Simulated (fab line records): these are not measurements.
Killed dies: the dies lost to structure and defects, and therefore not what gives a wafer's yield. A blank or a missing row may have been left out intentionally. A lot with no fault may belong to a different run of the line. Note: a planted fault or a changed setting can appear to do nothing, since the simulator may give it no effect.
Split-lot experiment | flow n5_finfet | route with 1938 steps; 7 lots, 39 wafers read

## THE SPLIT
At N5_SD_EPI_P_EPI_21 (deposits SiGe:B, time 355 s), the setting dopant_conc_cm3 was moved away from the recipe's 3e+20 on 18 of the 39 wafers read, by -15.3% to +9.9%. All remaining wafers had this setting at the recipe value.

## FROM THE SPLIT TO THE READING: what the file shows between them, 3 steps
- N5_SD_EPI_P_HM_STRIP_48: strips SiNx in H3PO4, material SiNx, target depth 3 nm
- N5_SD_ACTIVATION_RTA_00: time 0 s
- N5_SD_ACTIVATION_LSA_01: time 0.0008 s

## THE READING
RS_SD_P, in ohm/sq, at N5_SD_ACTIVATION_RS_MEAS_03 (measures by four-point-probe). Typical for fault-free wafers on this fab line: 56.1 ohm/sq, with standard deviation 0.95 ohm/sq.

wafer  | tool, chamber at the split | dopant_conc_cm3 as run | against the recipe | RS_SD_P, ohm/sq | against lot-mates on the recipe
L076.1 | epi_rpcvd-03, 0            | 2.54e+20               | -15.3%             | 65.9            | +9.9
L076.2 | epi_rpcvd-03, 0            | 3e+20                  | recipe             | 56.0            | -
L076.3 | epi_rpcvd-03, 0            | 3e+20                  | recipe             | 56.6            | -
L076.4 | epi_rpcvd-03, 0            | 3e+20                  | recipe             | 55.5            | -
L076.5 | epi_rpcvd-03, 0            | 2.54e+20               | -15.3%             | 66.5            | +10.5
L076.6 | epi_rpcvd-03, 0            | 2.54e+20               | -15.3%             | 66.8            | +10.8
L081.1 | epi_rpcvd-04, 0            | 3e+20                  | recipe             | 57.6            | -
L081.2 | epi_rpcvd-04, 0            | 2.652e+20              | -11.6%             | 63.7            | +6.2
L081.3 | epi_rpcvd-04, 0            | 2.652e+20              | -11.6%             | 63.9            | +6.4
L081.4 | epi_rpcvd-04, 0            | 3e+20                  | recipe             | 57.5            | -
L081.5 | epi_rpcvd-04, 0            | 3e+20                  | recipe             | 57.3            | -
L081.6 | epi_rpcvd-04, 0            | 2.652e+20              | -11.6%             | 63.7            | +6.2
L085.1 | epi_rpcvd-04, 0            | 2.653e+20              | -11.6%             | 63.4            | +6.8
L085.2 | epi_rpcvd-04, 0            | 2.653e+20              | -11.6%             | 63.7            | +7.1
L085.3 | epi_rpcvd-04, 0            | 3e+20                  | recipe             | 56.6            | -
L085.4 | epi_rpcvd-04, 0            | 3e+20                  | recipe             | 56.3            | -
L085.5 | epi_rpcvd-04, 0            | 3e+20                  | recipe             | 56.8            | -
L085.6 | epi_rpcvd-04, 0            | 2.653e+20              | -11.6%             | 64.6            | +8.0
L087.1 | epi_rpcvd-03, 0            | 3e+20                  | recipe             | 56.0            | -
L087.2 | epi_rpcvd-03, 0            | 3.183e+20              | +6.1%              | 52.5            | -2.6
L087.3 | epi_rpcvd-03, 0            | 3e+20                  | recipe             | 55.0            | -
L087.4 | epi_rpcvd-03, 0            | 3.183e+20              | +6.1%              | 52.1            | -3.0
L087.5 | epi_rpcvd-03, 0            | 3e+20                  | recipe             | 54.4            | -
L087.6 | epi_rpcvd-03, 0            | 3.183e+20              | +6.1%              | 53.1            | -2.0
L094.1 | epi_rpcvd-01, 0            | 2.789e+20              | -7.0%              | 59.5            | +4.3
L094.2 | epi_rpcvd-01, 0            | 3e+20                  | recipe             | 55.0            | -
L094.3 | epi_rpcvd-01, 0            | 3e+20                  | recipe             | 55.5            | -
L094.4 | epi_rpcvd-01, 0            | 2.789e+20              | -7.0%              | 58.4            | +3.2
L094.5 | epi_rpcvd-01, 0            | 3e+20                  | recipe             | 55.2            | -
L094.6 | epi_rpcvd-01, 0            | 2.789e+20              | -7.0%              | 58.6            | +3.4
L095.2 | epi_rpcvd-01, 0            | 3e+20                  | recipe             | 57.4            | -
L095.4 | epi_rpcvd-01, 0            | 3e+20                  | recipe             | 57.0            | -
L095.6 | epi_rpcvd-01, 0            | 3e+20                  | recipe             | 57.9            | -
L096.1 | epi_rpcvd-04, 0            | 3.297e+20              | +9.9%              | 52.2            | -4.4
L096.2 | epi_rpcvd-04, 0            | 3e+20                  | recipe             | 56.5            | -
L096.3 | epi_rpcvd-04, 0            | 3.297e+20              | +9.9%              | 51.9            | -4.7
L096.4 | epi_rpcvd-04, 0            | 3.297e+20              | +9.9%              | 52.0            | -4.6
L096.5 | epi_rpcvd-04, 0            | 3e+20                  | recipe             | 56.8            | -
L096.6 | epi_rpcvd-04, 0            | 3e+20                  | recipe             | 56.6            | -

THE FIT
A straight line over all 39 wafers: RS_SD_P changes by -0.59 ohm/sq for each +1% of dopant_conc_cm3; r = -0.97; the points scatter about the line by 1.1 ohm/sq.
The same after taking each lot's own level away (the mean of its wafers on the recipe; 39 wafers): -0.575 ohm/sq for each +1%; r = -0.99; scatter 0.7 ohm/sq.
That fit puts the effect of the largest move of dopant_conc_cm3 on the reading at 8.8 ohm/sq.
From 55.13 to 57.47 ohm/sq: that is the span of the lots' own levels, equal to 2.5 times the standard deviation above.
So the lot-to-lot level changes the slope little: the two slopes agree.
Check: +8.97 ohm/sq against its lot-mates is what the line predicts for one of the wafers moved furthest among these (-15.3%) when that wafer is left out of the fit. It came out at +9.87 ohm/sq against them.

## ADDITIONAL SPLITS CARRIED BY THESE WAFERS
Other splits were also applied to these wafers ahead of the reading. Each is held against what the fit with the lots' levels taken away leaves over:
other split on the same wafers       | wafers away from the commonest value | r with RS_SD_P (lot level and that fit taken away)
N5_FIN_SAQP_EXPOSE_13 dose_mj        | 18                                   | -0.02
N5_DUMMY_GATE_ETCH_37 source_w       | 15                                   | +0.26
N5_DUMMY_GATE_ETCH_44 target_depth_a | 18                                   | -0.23

## THE FILE'S OWN FIT
RS_SD_P changes by -0.586 ohm/sq for each +1% of dopant_conc_cm3, r = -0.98.
